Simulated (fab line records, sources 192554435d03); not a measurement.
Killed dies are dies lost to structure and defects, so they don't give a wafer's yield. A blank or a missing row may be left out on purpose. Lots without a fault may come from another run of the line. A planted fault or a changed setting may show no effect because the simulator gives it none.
Chamber matching | flow n5_finfet | N5_BEOL_M3_CO_CAP_55 on cvd_co-01: 3 sister chambers
The step material Co, precursor CCTBA/H2, target thk 2 nm, time 102.1 s. 6 wafers are shown with their chamber, then 12 later ones without.

WAFERS WITH THEIR CHAMBER
wafer  | chamber | heater_power_w (W)
L085.4 | 2       | 207
L086.6 | 2       | 219
L088.4 | 0       | 231
L090.1 | 1       | 208
L090.5 | 0       | 225
L090.6 | 1       | 207

WAFERS WITHOUT THEIR CHAMBER
wafer  | heater_power_w (W)
L093.1 | 209
L093.3 | 203
L093.6 | 219
L094.2 | 207
L094.4 | 229
L094.5 | 217
L096.2 | 207
L096.4 | 229
L096.6 | 214
L097.4 | 211
L097.5 | 229
L097.6 | 210

WHICH CHAMBER EACH WENT THROUGH
wafer  | from the rows above          | in truth
L093.1 | can't be placed: 1 or 2      | 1
L093.3 | can't be placed: 1 or 2      | 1
L093.6 | can't be placed: 2 or 0 or 1 | 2
L094.2 | can't be placed: 1 or 2      | 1
L094.4 | 0                            | 0
L094.5 | can't be placed: 2 or 1 or 0 | 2
L096.2 | can't be placed: 1 or 2      | 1
L096.4 | 0                            | 0
L096.6 | can't be placed: 2 or 1      | 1
L097.4 | can't be placed: 2 or 1      | 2
L097.5 | 0                            | 0
L097.6 | can't be placed: 1 or 2      | 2
Placed correctly: 3 of 12. Can't be placed from these rows: 9 (the true chamber is among the candidates in 9). Placed wrongly: 0.
How it was worked out, from the rows above alone: a wafer's distance from a chamber is the root of the sum, over the readings, of the square of ((its reading less the chamber's mean) divided by the reading's scatter). The wafer belongs to the nearest chamber; if the next one is less than 2 further off, it can't be placed. A chamber's mean is the mean of its shown wafers. The scatter: the root of (the sum of the squares of (reading less its chamber's mean) over the shown wafers, divided by (wafers less chambers)).
